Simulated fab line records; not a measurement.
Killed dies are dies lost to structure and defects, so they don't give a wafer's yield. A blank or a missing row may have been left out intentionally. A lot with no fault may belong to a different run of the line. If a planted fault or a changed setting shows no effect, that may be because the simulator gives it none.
Which tool is to blame? / flow n5_finfet / 23 lots with 69 wafers sampled at 3 steps, on a route of 1938 steps

WHAT EACH GAUGE READ, for each wafer
N5_BEOL_M4_CD_MEAS_18: pitch 36 nm, target cd 18 nm. Usual: 17.9 nm for cd_nm, sd 0.43.
lot=L074; measured=day 7 20:31; on=cd_sem-02; cd_nm (nm)=17.8 18.2 18.9; flag=
lot=L075; measured=day 7 23:32; on=cd_sem-01; cd_nm (nm)=18.1 18.2 17.9; flag=
lot=L077; measured=day 9 19:23; on=cd_sem-03; cd_nm (nm)=17.6 17.5 17.7; flag=
lot=L078; measured=day 10 06:12; on=cd_sem-03; cd_nm (nm)=18.3 18.1 18.0; flag=
lot=L076; measured=day 10 16:21; on=cd_sem-02; cd_nm (nm)=18.3 18.2 17.9; flag=
lot=L083; measured=day 10 17:20; on=cd_sem-02; cd_nm (nm)=17.7 17.3 18.2; flag=
lot=L081; measured=day 10 20:53; on=cd_sem-02; cd_nm (nm)=18.2 18.0 18.5; flag=
lot=L080; measured=day 10 21:11; on=cd_sem-02; cd_nm (nm)=17.7 17.6 17.7; flag=
lot=L079; measured=day 10 23:43; on=cd_sem-01; cd_nm (nm)=18.1 18.6 18.3; flag=
lot=L082; measured=day 11 09:19; on=cd_sem-01; cd_nm (nm)=17.9 18.0 17.5; flag=
lot=L084; measured=day 11 12:50; on=cd_sem-02; cd_nm (nm)=17.7 17.4 17.6; flag=
lot=L085; measured=day 11 16:31; on=cd_sem-01; cd_nm (nm)=17.7 18.5 17.2; flag=
lot=L088; measured=day 11 19:41; on=cd_sem-02; cd_nm (nm)=17.8 18.4 17.4; flag=
lot=L086; measured=day 11 23:29; on=cd_sem-03; cd_nm (nm)=17.5 18.5 17.8; flag=
lot=L087; measured=day 12 05:09; on=cd_sem-01; cd_nm (nm)=17.3 18.0 17.2; flag=
lot=L091; measured=day 12 18:04; on=cd_sem-02; cd_nm (nm)=17.4 17.4 17.8; flag=
lot=L089; measured=day 13 01:11; on=cd_sem-03; cd_nm (nm)=17.2 18.5 17.8; flag=
lot=L093; measured=day 13 12:59; on=cd_sem-02; cd_nm (nm)=18.3 17.2 18.8; flag=
lot=L090; measured=day 13 16:31; on=cd_sem-01; cd_nm (nm)=17.9 17.3 18.3; flag=
lot=L094; measured=day 13 20:17; on=cd_sem-01; cd_nm (nm)=17.8 17.7 17.7; flag=
lot=L095; measured=day 13 21:38; on=cd_sem-03; cd_nm (nm)=17.8 17.7 17.6; flag=
lot=L096; measured=day 14 02:41; on=cd_sem-02; cd_nm (nm)=17.2 18.0 18.3; flag=
lot=L097; measured=day 14 06:01; on=cd_sem-02; cd_nm (nm)=17.3 18.1 17.6; flag=

WHICH TOOL RAN EACH LOT (tool, then ch and the chambers of the sampled wafers, then the start)
lot=L074; N5_BEOL_M3_SPUTTER_96=pvd_sputter-01, day 7 15:49; N5_BEOL_M4_STRIP_19=rie_diel-02 ch 1,2,3, day 7 20:26
lot=L075; N5_BEOL_M3_SPUTTER_96=pvd_sputter-02, day 7 21:08; N5_BEOL_M4_STRIP_19=rie_diel-03 ch 1,2, day 7 23:28
lot=L077; N5_BEOL_M3_SPUTTER_96=pvd_sputter-03, day 9 15:29; N5_BEOL_M4_STRIP_19=rie_diel-02 ch 0,2,3, day 9 19:19
lot=L078; N5_BEOL_M3_SPUTTER_96=pvd_sputter-01, day 10 03:09; N5_BEOL_M4_STRIP_19=rie_diel-02 ch 2,3, day 10 06:07
lot=L076; N5_BEOL_M3_SPUTTER_96=pvd_sputter-01, day 10 11:20; N5_BEOL_M4_STRIP_19=rie_diel-02 ch 0,1,2, day 10 16:17
lot=L083; N5_BEOL_M3_SPUTTER_96=pvd_sputter-03, day 10 14:10; N5_BEOL_M4_STRIP_19=rie_diel-04 ch 0,3, day 10 17:16
lot=L081; N5_BEOL_M3_SPUTTER_96=pvd_sputter-03, day 10 18:18; N5_BEOL_M4_STRIP_19=rie_diel-03 ch 0,2,3, day 10 20:49
lot=L080; N5_BEOL_M3_SPUTTER_96=pvd_sputter-01, day 10 18:44; N5_BEOL_M4_STRIP_19=rie_diel-03 ch 0,2,3, day 10 21:07
lot=L079; N5_BEOL_M3_SPUTTER_96=pvd_sputter-03, day 10 20:31; N5_BEOL_M4_STRIP_19=rie_diel-03 ch 0,2,3, day 10 23:38
lot=L082; N5_BEOL_M3_SPUTTER_96=pvd_sputter-01, day 11 04:37; N5_BEOL_M4_STRIP_19=rie_diel-02 ch 0,2,3, day 11 09:15
lot=L084; N5_BEOL_M3_SPUTTER_96=pvd_sputter-01, day 11 07:41; N5_BEOL_M4_STRIP_19=rie_diel-02 ch 1,2,3, day 11 12:46
lot=L085; N5_BEOL_M3_SPUTTER_96=pvd_sputter-03, day 11 12:24; N5_BEOL_M4_STRIP_19=rie_diel-02 ch 0,3, day 11 16:27
lot=L088; N5_BEOL_M3_SPUTTER_96=pvd_sputter-02, day 11 16:32; N5_BEOL_M4_STRIP_19=rie_diel-04 ch 1,3, day 11 19:37
lot=L086; N5_BEOL_M3_SPUTTER_96=pvd_sputter-03, day 11 18:18; N5_BEOL_M4_STRIP_19=rie_diel-02 ch 0,1,2, day 11 23:25
lot=L087; N5_BEOL_M3_SPUTTER_96=pvd_sputter-02, day 12 02:05; N5_BEOL_M4_STRIP_19=rie_diel-03 ch 0,2,3, day 12 05:06
lot=L091; N5_BEOL_M3_SPUTTER_96=pvd_sputter-03, day 12 14:46; N5_BEOL_M4_STRIP_19=rie_diel-04 ch 1,2,3, day 12 18:00
lot=L089; N5_BEOL_M3_SPUTTER_96=pvd_sputter-03, day 12 21:10; N5_BEOL_M4_STRIP_19=rie_diel-03 ch 0,1, day 13 01:07
lot=L093; N5_BEOL_M3_SPUTTER_96=pvd_sputter-02, day 13 09:44; N5_BEOL_M4_STRIP_19=rie_diel-03 ch 0,1, day 13 12:55
lot=L090; N5_BEOL_M3_SPUTTER_96=pvd_sputter-02, day 13 12:25; N5_BEOL_M4_STRIP_19=rie_diel-02 ch 0,1,2, day 13 16:26
lot=L094; N5_BEOL_M3_SPUTTER_96=pvd_sputter-02, day 13 16:48; N5_BEOL_M4_STRIP_19=rie_diel-03 ch 0,1,3, day 13 20:13
lot=L095; N5_BEOL_M3_SPUTTER_96=pvd_sputter-01, day 13 18:37; N5_BEOL_M4_STRIP_19=rie_diel-02 ch 1,2, day 13 21:34
lot=L096; N5_BEOL_M3_SPUTTER_96=pvd_sputter-02, day 13 23:42; N5_BEOL_M4_STRIP_19=rie_diel-02 ch 0,1,3, day 14 02:37
lot=L097; N5_BEOL_M3_SPUTTER_96=pvd_sputter-03, day 14 01:32; N5_BEOL_M4_STRIP_19=rie_diel-03 ch 0,3, day 14 05:57
- N5_BEOL_M3_SPUTTER_96: material Cu, target thk 4.5 nm, time 8.29 s.
- N5_BEOL_M4_STRIP_19: strips in O2.

AS READ BY THE TOOLS THEMSELVES (means over the sampled wafers that have a number; for cases with no such wafer, the mark the record gives instead)
N5_BEOL_M3_SPUTTER_96. Usual: 30.0 % for throttle_valve_pct, sd 1.4.
lot=L074; tool=pvd_sputter-01; throttle_valve_pct (%)=31.4; flag=
lot=L075; tool=pvd_sputter-02; throttle_valve_pct (%)=30.9; flag=
lot=L077; tool=pvd_sputter-03; throttle_valve_pct (%)=29.4; flag=
lot=L078; tool=pvd_sputter-01; throttle_valve_pct (%)=30.2; flag=
lot=L076; tool=pvd_sputter-01; throttle_valve_pct (%)=30.8; flag=
lot=L083; tool=pvd_sputter-03; throttle_valve_pct (%)=28.9; flag=
lot=L081; tool=pvd_sputter-03; throttle_valve_pct (%)=28.7; flag=
lot=L080; tool=pvd_sputter-01; throttle_valve_pct (%)=31.3; flag=
lot=L079; tool=pvd_sputter-03; throttle_valve_pct (%)=28.6; flag=
lot=L082; tool=pvd_sputter-01; throttle_valve_pct (%)=29.9; flag=
lot=L084; tool=pvd_sputter-01; throttle_valve_pct (%)=32.0; flag=
lot=L085; tool=pvd_sputter-03; throttle_valve_pct (%)=29.2; flag=
lot=L088; tool=pvd_sputter-02; throttle_valve_pct (%)=30.7; flag=
lot=L086; tool=pvd_sputter-03; throttle_valve_pct (%)=29.1; flag=
lot=L087; tool=pvd_sputter-02; throttle_valve_pct (%)=30.6; flag=
lot=L091; tool=pvd_sputter-03; throttle_valve_pct (%)=28.8; flag=
lot=L089; tool=pvd_sputter-03; throttle_valve_pct (%)=29.3; flag=
lot=L093; tool=pvd_sputter-02; throttle_valve_pct (%)=30.4; flag=
lot=L090; tool=pvd_sputter-02; throttle_valve_pct (%)=31.0; flag=
lot=L094; tool=pvd_sputter-02; throttle_valve_pct (%)=30.8; flag=
lot=L095; tool=pvd_sputter-01; throttle_valve_pct (%)=30.1; flag=
lot=L096; tool=pvd_sputter-02; throttle_valve_pct (%)=30.2; flag=
lot=L097; tool=pvd_sputter-03; throttle_valve_pct (%)=29.2; flag=

N5_BEOL_M4_STRIP_19. Usual: drypump_motor_current_A 5.5 A, standard deviation 0.45; oes_product_au 0.82 a.u., standard deviation 0.093; rf_vpp_V 3.6 V, standard deviation 0.5; showerhead_plenum_p_Torr 2.12 Torr, standard deviation 0.068; throttle_valve_pct 16.67 %, standard deviation 0.22.
lot=L074; tool=rie_diel-02; drypump_motor_current_A (A)=5.4; oes_product_au (a.u.)=0.82; rf_vpp_V (V)=4.1; showerhead_plenum_p_Torr (Torr)=2.13; throttle_valve_pct (%)=16.72; flag=
lot=L075; tool=rie_diel-03; drypump_motor_current_A (A)=5.6; oes_product_au (a.u.)=0.70; rf_vpp_V (V)=3.5; showerhead_plenum_p_Torr (Torr)=2.04; throttle_valve_pct (%)=16.66; flag=
lot=L077; tool=rie_diel-02; drypump_motor_current_A (A)=5.8; oes_product_au (a.u.)=0.82; rf_vpp_V (V)=3.7; showerhead_plenum_p_Torr (Torr)=2.14; throttle_valve_pct (%)=16.72; flag=
lot=L078; tool=rie_diel-02; drypump_motor_current_A (A)=5.4; oes_product_au (a.u.)=0.80; rf_vpp_V (V)=3.5; showerhead_plenum_p_Torr (Torr)=2.17; throttle_valve_pct (%)=16.62; flag=
lot=L076; tool=rie_diel-02; drypump_motor_current_A (A)=5.6; oes_product_au (a.u.)=0.84; rf_vpp_V (V)=3.5; showerhead_plenum_p_Torr (Torr)=2.14; throttle_valve_pct (%)=16.77; flag=
lot=L083; tool=rie_diel-04; drypump_motor_current_A (A)=5.9; oes_product_au (a.u.)=0.82; rf_vpp_V (V)=3.6; showerhead_plenum_p_Torr (Torr)=2.15; throttle_valve_pct (%)=16.68; flag=
lot=L081; tool=rie_diel-03; drypump_motor_current_A (A)=5.0; oes_product_au (a.u.)=0.81; rf_vpp_V (V)=3.0; showerhead_plenum_p_Torr (Torr)=2.11; throttle_valve_pct (%)=16.65; flag=
lot=L080; tool=rie_diel-03; drypump_motor_current_A (A)=5.1; oes_product_au (a.u.)=0.82; rf_vpp_V (V)=3.8; showerhead_plenum_p_Torr (Torr)=2.11; throttle_valve_pct (%)=16.65; flag=
lot=L079; tool=rie_diel-03; drypump_motor_current_A (A)=5.0; oes_product_au (a.u.)=0.81; rf_vpp_V (V)=4.0; showerhead_plenum_p_Torr (Torr)=2.11; throttle_valve_pct (%)=16.65; flag=
lot=L082; tool=rie_diel-02; drypump_motor_current_A (A)=5.7; oes_product_au (a.u.)=0.80; rf_vpp_V (V)=3.7; showerhead_plenum_p_Torr (Torr)=2.14; throttle_valve_pct (%)=16.75; flag=
lot=L084; tool=rie_diel-02; drypump_motor_current_A (A)=5.5; oes_product_au (a.u.)=0.87; rf_vpp_V (V)=3.8; showerhead_plenum_p_Torr (Torr)=2.12; throttle_valve_pct (%)=16.63; flag=
lot=L085; tool=rie_diel-02; drypump_motor_current_A (A)=6.1; oes_product_au (a.u.)=0.82; rf_vpp_V (V)=3.9; showerhead_plenum_p_Torr (Torr)=2.11; throttle_valve_pct (%)=16.87; flag=
lot=L088; tool=rie_diel-04; drypump_motor_current_A (A)=5.9; oes_product_au (a.u.)=0.83; rf_vpp_V (V)=3.9; showerhead_plenum_p_Torr (Torr)=2.10; throttle_valve_pct (%)=16.71; flag=
lot=L086; tool=rie_diel-02; drypump_motor_current_A (A)=5.7; oes_product_au (a.u.)=0.83; rf_vpp_V (V)=3.8; showerhead_plenum_p_Torr (Torr)=2.14; throttle_valve_pct (%)=16.79; flag=
lot=L087; tool=rie_diel-03; drypump_motor_current_A (A)=5.0; oes_product_au (a.u.)=0.79; rf_vpp_V (V)=3.3; showerhead_plenum_p_Torr (Torr)=2.10; throttle_valve_pct (%)=16.67; flag=
lot=L091; tool=rie_diel-04; drypump_motor_current_A (A)=6.0; oes_product_au (a.u.)=0.84; rf_vpp_V (V)=3.7; showerhead_plenum_p_Torr (Torr)=2.14; throttle_valve_pct (%)=16.65; flag=
lot=L089; tool=rie_diel-03; drypump_motor_current_A (A)=5.3; oes_product_au (a.u.)=0.85; rf_vpp_V (V)=3.6; showerhead_plenum_p_Torr (Torr)=2.09; throttle_valve_pct (%)=16.47; flag=
lot=L093; tool=rie_diel-03; drypump_motor_current_A (A)=5.3; oes_product_au (a.u.)=0.85; rf_vpp_V (V)=3.6; showerhead_plenum_p_Torr (Torr)=2.09; throttle_valve_pct (%)=16.49; flag=
lot=L090; tool=rie_diel-02; drypump_motor_current_A (A)=5.7; oes_product_au (a.u.)=0.81; rf_vpp_V (V)=3.6; showerhead_plenum_p_Torr (Torr)=2.13; throttle_valve_pct (%)=16.82; flag=
lot=L094; tool=rie_diel-03; drypump_motor_current_A (A)=5.2; oes_product_au (a.u.)=0.87; rf_vpp_V (V)=3.8; showerhead_plenum_p_Torr (Torr)=2.12; throttle_valve_pct (%)=16.41; flag=
lot=L095; tool=rie_diel-02; drypump_motor_current_A (A)=5.4; oes_product_au (a.u.)=0.86; rf_vpp_V (V)=3.4; showerhead_plenum_p_Torr (Torr)=2.11; throttle_valve_pct (%)=16.70; flag=
lot=L096; tool=rie_diel-02; drypump_motor_current_A (A)=5.8; oes_product_au (a.u.)=0.85; rf_vpp_V (V)=3.5; showerhead_plenum_p_Torr (Torr)=2.08; throttle_valve_pct (%)=16.79; flag=
lot=L097; tool=rie_diel-03; drypump_motor_current_A (A)=4.9; oes_product_au (a.u.)=0.80; rf_vpp_V (V)=3.9; showerhead_plenum_p_Torr (Torr)=2.14; throttle_valve_pct (%)=16.56; flag=

THE ANSWER, worked out from the rows above alone
Rule: lot off if the mean of its wafers having a number is beyond 3 standard deviations from the usual mean. A lot without any number at a reading at which 4 lots or more have one is off too. Any other lot the step has rows for is counted as sound. First the gauges in route order, then the tools' own readings, where a lot's mean is used as printed above. At the first step where some lot is off, the reading lying furthest off is the one used; lots without a number count as furthest.
No lot is off on any of the readings shown, so nothing can be concluded from this.

WHAT THE SIMULATOR HAD INSERTED
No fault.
